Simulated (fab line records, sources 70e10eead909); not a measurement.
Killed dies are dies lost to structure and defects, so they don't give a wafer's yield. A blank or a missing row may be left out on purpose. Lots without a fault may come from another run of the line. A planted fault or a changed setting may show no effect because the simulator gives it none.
Which tool did it? | flow nand_harc | 11 lots, 33 wafers sampled, at 3 steps of a route of 1302

WHAT THE GAUGES READ, wafer by wafer
NHARC_A_CHANNEL_HOLE_D2_CD_MEAS_10: target cd 100 nm.
lot  | measured     | on        | cd_nm (nm)
L716 | day 14 02:11 | cd_sem-03 | 99.8 100.2 100.3
L722 | day 16 20:29 | cd_sem-02 | 100.2 100.2 99.3
L723 | day 17 12:19 | cd_sem-03 | 97.8 97.7 98.0
L725 | day 17 19:47 | cd_sem-02 | 98.5 99.7 99.2
L729 | day 19 12:05 | cd_sem-03 | 99.6 99.6 98.7
L728 | day 19 12:15 | cd_sem-01 | 97.9 98.1 98.9
L730 | day 20 07:35 | cd_sem-02 | 99.6 100.1 100.7
L731 | day 20 18:50 | cd_sem-03 | 99.6 99.9 99.8
L733 | day 21 07:19 | cd_sem-01 | 100.2 99.9 99.1
L737 | day 22 10:34 | cd_sem-01 | 100.2 99.7 99.1
L736 | day 22 15:00 | cd_sem-02 | 100.5 100.3 100.2

WHICH TOOL RAN EACH LOT (tool, then ch and the chambers of the sampled wafers, then the start)
lot  | NHARC_A_DECK1_JOINT_CMP_13    | NHARC_A_CHANNEL_HOLE_D2_EXPOSE_07
L716 | cmp-03 ch 0,2,3, day 12 10:25 | arfi_scanner-03 ch 0, day 14 02:02
L722 | cmp-01 ch 0,1,2, day 14 20:35 | arfi_scanner-02 ch 0, day 16 20:21
L723 | cmp-04 ch 0,1,3, day 15 12:03 | arfi_scanner-02 ch 0, day 17 12:11
L725 | cmp-03 ch 0,2,3, day 16 02:32 | arfi_scanner-02 ch 0, day 17 19:38
L729 | cmp-04 ch 1,3, day 17 21:02   | arfi_scanner-01 ch 0, day 19 11:58
L728 | cmp-01 ch 1,2, day 17 21:04   | arfi_scanner-02 ch 0, day 19 12:07
L730 | cmp-03 ch 0,1,3, day 18 08:54 | arfi_scanner-01 ch 0, day 20 07:26
L731 | cmp-03 ch 0,1,3, day 18 16:34 | arfi_scanner-03 ch 0, day 20 18:43
L733 | cmp-01 ch 0,1,2, day 19 04:56 | arfi_scanner-01 ch 0, day 21 07:11
L737 | cmp-03 ch 0,1,2, day 20 11:53 | arfi_scanner-01 ch 0, day 22 10:26
L736 | cmp-04 ch 0,3, day 20 21:08   | arfi_scanner-03 ch 0, day 22 14:52
- NHARC_A_DECK1_JOINT_CMP_13: polishes, target thk 51.023 nm.
- NHARC_A_CHANNEL_HOLE_D2_EXPOSE_07: exposes mask HOLE D2, target cd 100 nm.

THE ANSWER, worked out from the rows above alone
Rule: what is usual is taken from the lots themselves. Put in order of their means at a reading, lots are off if they are a third of the lots or fewer, leave a main group of 4 or more, and stand apart from it by a gap of 3 or more times the standard deviation of the main group's means; of several such gaps the widest counts. A main group whose means are all the same, to the digits that the tables above print for the reading, isn't used. A lot without any number at a reading at which 4 lots or more have one is off too. The other lots that the step has rows for count as sound.
No lot is off at any reading shown: from this, nothing can be told.

WHAT THE SIMULATOR HAD PUT IN
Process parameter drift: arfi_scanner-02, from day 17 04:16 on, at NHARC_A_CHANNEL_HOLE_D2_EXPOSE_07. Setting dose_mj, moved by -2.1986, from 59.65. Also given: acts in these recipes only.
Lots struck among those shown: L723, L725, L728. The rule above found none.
